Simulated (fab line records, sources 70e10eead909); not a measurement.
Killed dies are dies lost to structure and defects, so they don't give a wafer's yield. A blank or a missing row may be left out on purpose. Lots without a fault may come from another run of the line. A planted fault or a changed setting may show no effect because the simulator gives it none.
Which tool did it? | flow nand_harc | 12 lots, 36 wafers sampled, at 6 steps of a route of 1302

WHAT THE GAUGES READ, wafer by wafer
NHARC_P_M2_INSPECT_11. Usual: raw_defect_count 4.5, standard deviation 2.8.
lot  | measured     | on                | raw_defect_count | flag
L949 | day 6 22:42  | defect_inspect-02 | 5 2 7            |
L951 | day 7 20:36  | defect_inspect-02 | 7 8 10           |
L952 | day 8 11:08  | defect_inspect-01 | 3 4 6            |
L953 | day 8 11:44  | defect_inspect-01 | 4 8 3            |
L954 | day 8 22:50  | defect_inspect-01 | 3 6 0            |
L955 | day 9 08:46  | defect_inspect-01 | 3 6 1            |
L956 | day 9 14:22  | defect_inspect-01 | 5 6 6            |
L960 | day 11 04:17 | defect_inspect-02 | 5 3 3            |
L961 | day 11 18:53 | defect_inspect-02 | 1 1 3            |
L963 | day 12 12:44 | defect_inspect-01 | 11 8 10          |
L968 | day 14 18:02 | defect_inspect-02 | 606 617 616      | OFF
L969 | day 15 07:59 | defect_inspect-02 | 632 603 610      | OFF

NHARC_END_SORT_01. Usual: defect_limited_yield 90 %, standard deviation 3.3; killed_at_array 61, standard deviation 22; killed_at_other 0.8, standard deviation 1; killed_at_periphery 3.8, standard deviation 2.3; killed_dies 66, standard deviation 22; killed_open 3.2, standard deviation 1.9; killed_short 2.8, standard deviation 1.8.
lot  | measured     | on        | defect_limited_yield (%) | killed_at_array | killed_at_other | killed_at_periphery | killed_dies | killed_open | killed_short | flag
L953 | day 26 10:07 | prober-01 | 93 94 93                 | 49 40 47        | 1 0 0           | 0 4 2               | 50 44 49    | 3 2 2       | 1 4 2        |
L968 | day 32 08:25 | prober-01 | 79 83 80                 | 52 34 52        | 1 0 0           | 89 83 84            | 142 117 136 | 1 2 2       | 3 0 1        | OFF
L969 | day 33 09:07 | prober-02 | 79 77 77                 | 61 67 55        | 0 0 1           | 81 87 97            | 142 154 153 | 5 3 4       | 0 0 3        | OFF

WHICH TOOL RAN EACH LOT (tool, then ch and the chambers of the sampled wafers, then the start)
lot  | NHARC_P_M1_DESCUM_14               | NHARC_P_M1_ANNEAL_31             | NHARC_P_M1_DEP_33               | NHARC_P_M2_ETCH_15
L949 | rie_diel-09 ch 0,2,3, day 6 18:37  | rtp_anneal-01 ch 0, day 6 20:29  | pecvd-03 ch 0,1,2, day 6 21:29  | rie_diel-06 ch 2,3, no start
L951 | rie_diel-07 ch 2,3, day 7 16:30    | rtp_anneal-01 ch 0, day 7 18:19  | pecvd-04 ch 0,1, day 7 19:19    | rie_diel-06 ch 0,1,2, no start
L952 | rie_diel-09 ch 0,1,3, day 8 07:01  | rtp_anneal-02 ch 0, day 8 08:51  | pecvd-01 ch 1,2, day 8 09:49    | rie_diel-06 ch 0,1, no start
L953 | rie_diel-09 ch 1,2,3, day 8 07:37  | rtp_anneal-02 ch 0, day 8 09:31  | pecvd-03 ch 0,1, day 8 10:26    | rie_diel-06 ch 1,2, day 26 10:07 or earlier
L954 | rie_diel-07 ch 0,2,3, day 8 18:52  | rtp_anneal-01 ch 0, day 8 20:38  | pecvd-04 ch 0,1,2, day 8 21:35  | rie_diel-06 ch 0,2,3, no start
L955 | rie_diel-07 ch 0,2,3, day 9 04:49  | rtp_anneal-02 ch 0, day 9 06:36  | pecvd-03 ch 0,1, day 9 07:34    | rie_diel-05 ch 0,2, no start
L956 | rie_diel-09 ch 1,3, day 9 10:23    | rtp_anneal-02 ch 0, day 9 12:13  | pecvd-04 ch 0,1, day 9 13:07    | rie_diel-06 ch 2,3, no start
L960 | rie_diel-07 ch 1,2,3, day 11 00:12 | rtp_anneal-02 ch 0, day 11 01:59 | pecvd-03 ch 0,2, day 11 02:59   | rie_diel-06 ch 0,1,3, no start
L961 | rie_diel-07 ch 0,1,2, day 11 14:48 | rtp_anneal-01 ch 0, day 11 16:35 | pecvd-03 ch 0,1,2, day 11 17:31 | rie_diel-05 ch 1,2, no start
L963 | rie_diel-07 ch 2,3, day 12 08:17   | rtp_anneal-02 ch 0, day 12 10:31 | pecvd-01 ch 1,2, day 12 11:29   | rie_diel-06 ch 0,3, no start
L968 | rie_diel-07 ch 2,3, day 14 13:23   | rtp_anneal-02 ch 0, day 14 15:43 | pecvd-03 ch 0,1, day 14 16:41   | rie_diel-06 ch 0,3, day 32 08:25 or earlier
L969 | rie_diel-09 ch 0,1,3, day 15 03:52 | rtp_anneal-02 ch 0, day 15 05:42 | pecvd-03 ch 0,1, day 15 06:39   | rie_diel-06 ch 1,2,3, day 33 09:07 or earlier
- NHARC_P_M1_DESCUM_14: chemistry O2, time 3 s.
- NHARC_P_M1_ANNEAL_31: time 90 s.
- NHARC_P_M1_DEP_33: deposits SiCN, target thk 30 nm.
- NHARC_P_M2_ETCH_15: etches the open film in C4F8/Ar, target depth 182.5 nm, time 91.2 s.

WHAT THE TOOLS THEMSELVES READ (means of the sampled wafers that have a number; where no wafer has one, the mark that the record gives instead)
NHARC_P_M1_DESCUM_14. Usual: chamber_pressure_mTorr 60.00 mTorr, standard deviation 0.061; drypump_motor_current_A 5.7 A, standard deviation 0.46; mfc_ar_sccm 0.014 sccm, standard deviation 0.013; oes_product_au 1.000 a.u., standard deviation 0.0066; rf_vpp_V 58.0 V, standard deviation 0.87; showerhead_plenum_p_Torr 1.94 Torr, standard deviation 0.073; throttle_valve_pct 11.312 %, standard deviation 0.0096.
lot  | tool        | chamber_pressure_mTorr (mTorr) | drypump_motor_current_A (A) | mfc_ar_sccm (sccm) | oes_product_au (a.u.) | rf_vpp_V (V) | showerhead_plenum_p_Torr (Torr) | throttle_valve_pct (%) | flag
L949 | rie_diel-09 | 59.98                          | 5.5                         | 0.014              | 1.004                 | 57.6         | 1.96                            | 11.314                 |
L951 | rie_diel-07 | 59.99                          | 5.5                         | 0.020              | 0.996                 | 58.4         | 1.99                            | 11.307                 |
L952 | rie_diel-09 | 59.99                          | 5.6                         | 0.025              | 0.999                 | 58.0         | 1.92                            | 11.316                 |
L953 | rie_diel-09 | 60.01                          | 6.0                         | 0.017              | 0.995                 | 58.5         | 1.92                            | 11.309                 |
L954 | rie_diel-07 | 59.97                          | 5.5                         | 0.010              | 1.006                 | 58.5         | 1.98                            | 11.317                 |
L955 | rie_diel-07 | 60.00                          | 5.5                         | 0.010              | 1.009                 | 58.3         | 1.98                            | 11.325                 |
L956 | rie_diel-09 | 60.04                          | 6.1                         | 0.028              | 1.003                 | 58.1         | 1.88                            | 11.319                 |
L960 | rie_diel-07 | 59.99                          | 5.8                         | 0.015              | 0.993                 | 57.8         | 1.95                            | 11.314                 |
L961 | rie_diel-07 | 60.02                          | 5.7                         | 0.015              | 1.003                 | 57.2         | 1.96                            | 11.315                 |
L963 | rie_diel-07 | 59.96                          | 5.6                         | 0.010              | 0.997                 | 57.6         | 1.96                            | 11.307                 |
L968 | rie_diel-07 | 60.05                          | 5.6                         | 0.010              | 1.000                 | 57.6         | 1.96                            | 11.305                 |
L969 | rie_diel-09 | 60.00                          | 5.6                         | 0.025              | 0.997                 | 57.7         | 1.92                            | 11.303                 |

NHARC_P_M1_ANNEAL_31. Usual: wafer_temp_C_max 225.52, standard deviation 0.18.
lot  | tool          | wafer_temp_C_max | flag
L949 | rtp_anneal-01 | 225.54           |
L951 | rtp_anneal-01 | 225.58           |
L952 | rtp_anneal-02 | 225.44           |
L953 | rtp_anneal-02 | 225.52           |
L954 | rtp_anneal-01 | 225.65           |
L955 | rtp_anneal-02 | 225.64           |
L956 | rtp_anneal-02 | 225.52           |
L960 | rtp_anneal-02 | 225.69           |
L961 | rtp_anneal-01 | 225.87           |
L963 | rtp_anneal-02 | 225.55           |
L968 | rtp_anneal-02 | 225.48           |
L969 | rtp_anneal-02 | 225.54           |

NHARC_P_M1_DEP_33. Usual: heater_power_w 584 W, standard deviation 70.
lot  | tool     | heater_power_w (W) | flag
L949 | pecvd-03 | 583                |
L951 | pecvd-04 | 646                |
L952 | pecvd-01 | 542                |
L953 | pecvd-03 | 561                |
L954 | pecvd-04 | 534                |
L955 | pecvd-03 | 663                |
L956 | pecvd-04 | 593                |
L960 | pecvd-03 | 616                |
L961 | pecvd-03 | 624                |
L963 | pecvd-01 | 533                |
L968 | pecvd-03 | 650                |
L969 | pecvd-03 | 612                |

NHARC_P_M2_ETCH_15. Usual: chamber_pressure_mTorr 24.998 mTorr, standard deviation 0.022; oes_product_au 0.954 a.u., standard deviation 0.022; rf_vpp_V 440.8 V, standard deviation 2.9.
lot  | tool        | chamber_pressure_mTorr (mTorr) | oes_product_au (a.u.) | rf_vpp_V (V) | flag
L949 | rie_diel-06 | 24.992                         | 0.969                 | 438.0        |
L951 | rie_diel-06 | 24.988                         | 0.922                 | 440.6        |
L952 | rie_diel-06 | 24.995                         | 0.977                 | 443.0        |
L953 | rie_diel-06 | 25.016                         | 0.978                 | 438.9        |
L954 | rie_diel-06 | 24.994                         | 0.930                 | 438.4        |
L955 | rie_diel-05 | 25.000                         | 0.929                 | 444.3        |
L956 | rie_diel-06 | 24.982                         | 0.975                 | 437.9        |
L960 | rie_diel-06 | 24.994                         | 0.973                 | 442.7        |
L961 | rie_diel-05 | 25.013                         | 0.972                 | 442.7        |
L963 | rie_diel-06 | 24.986                         | 0.930                 | 440.1        |
L968 | rie_diel-06 | 25.009                         | 0.972                 | 439.4        |
L969 | rie_diel-06 | 24.990                         | 0.935                 | 438.8        |

THE ANSWER, worked out from the rows above alone
Rule: a lot is off if the mean of its wafers that have a number lies more than 3 standard deviations from the usual mean. A lot without any number at a reading at which 4 lots or more have one is off too. The other lots that the step has rows for count as sound. The gauges are gone through in route order, then the tools' own readings, and for those a lot's mean is taken as printed above. The first step at which some lot is off is used, and at that step the reading that is off furthest; a lot without a number counts as furthest.
Off: L968, L969, at NHARC_P_M2_INSPECT_11 (raw_defect_count).
A tool fits if, at a process step before that reading, it ran every lot that is off, and no sound lot after the first of them. The gauges at NHARC_P_M2_INSPECT_11 aren't tried: what is off there is off at NHARC_END_SORT_01 too, on other tools, and a gauge's error can't cause that. Can't be told from this: 2 tools fit, rtp_anneal-02 at NHARC_P_M1_ANNEAL_31, pecvd-03 at NHARC_P_M1_DEP_33.

WHAT THE SIMULATOR HAD PUT IN
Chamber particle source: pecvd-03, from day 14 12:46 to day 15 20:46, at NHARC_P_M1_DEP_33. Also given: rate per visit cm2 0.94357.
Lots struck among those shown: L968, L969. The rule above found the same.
